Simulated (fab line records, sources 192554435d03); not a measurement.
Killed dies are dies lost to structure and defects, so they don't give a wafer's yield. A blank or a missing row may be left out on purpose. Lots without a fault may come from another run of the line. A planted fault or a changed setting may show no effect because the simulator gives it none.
Chamber matching | flow n5_finfet | N5_SPACER0_ALD_08 on ald_sin-01: 4 sister chambers
The step deposits SiNx, target thk 2 nm. 16 wafers are shown with their chamber, then 8 later ones without.

WAFERS WITH THEIR CHAMBER
wafer  | chamber | heater_power_w (W)
L075.1 | 1       | 829
L075.2 | 3       | 869
L075.5 | 3       | 868
L077.1 | 3       | 888
L077.2 | 0       | 885
L077.5 | 2       | 827
L078.1 | 1       | 860
L078.3 | 3       | 858
L078.6 | 1       | 832
L080.1 | 3       | 890
L080.2 | 0       | 877
L080.6 | 3       | 887
L081.2 | 0       | 879
L081.5 | 2       | 844
L081.6 | 3       | 848
L082.1 | 3       | 884

SIGNATURES (means of the wafers above)
reading        | chamber 0 | chamber 1 | chamber 2 | chamber 3 | scatter within a chamber
heater_power_w | 880.33    | 840.33    | 835.50    | 874.00    | 14.4
Rule: a wafer's distance from a chamber is the root of the sum, over the readings, of the square of ((its reading less the chamber's mean) divided by the reading's scatter). The wafer belongs to the nearest chamber; if the next one is less than 2 further off, it can't be placed. The scatter: the root of (the sum of the squares of (reading less its chamber's mean) over the shown wafers, divided by (wafers less chambers)).

WAFERS WITHOUT THEIR CHAMBER
wafer  | heater_power_w (W)
L082.2 | 828
L082.5 | 834
L085.2 | 824
L085.4 | 860
L085.5 | 876
L091.2 | 839
L091.3 | 829
L091.4 | 860

WHICH CHAMBER EACH WENT THROUGH
wafer  | from the rows above               | in truth
L082.2 | can't be placed: 2 or 1           | 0
L082.5 | can't be placed: 2 or 1           | 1
L085.2 | can't be placed: 2 or 1           | 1
L085.4 | can't be placed: 3 or 1 or 0 or 2 | 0
L085.5 | can't be placed: 3 or 0           | 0
L091.2 | can't be placed: 1 or 2           | 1
L091.3 | can't be placed: 2 or 1           | 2
L091.4 | can't be placed: 3 or 1 or 0 or 2 | 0
Placed correctly: 0 of 8. Can't be placed from these rows: 8 (the true chamber is among the candidates in 7). Placed wrongly: 0.
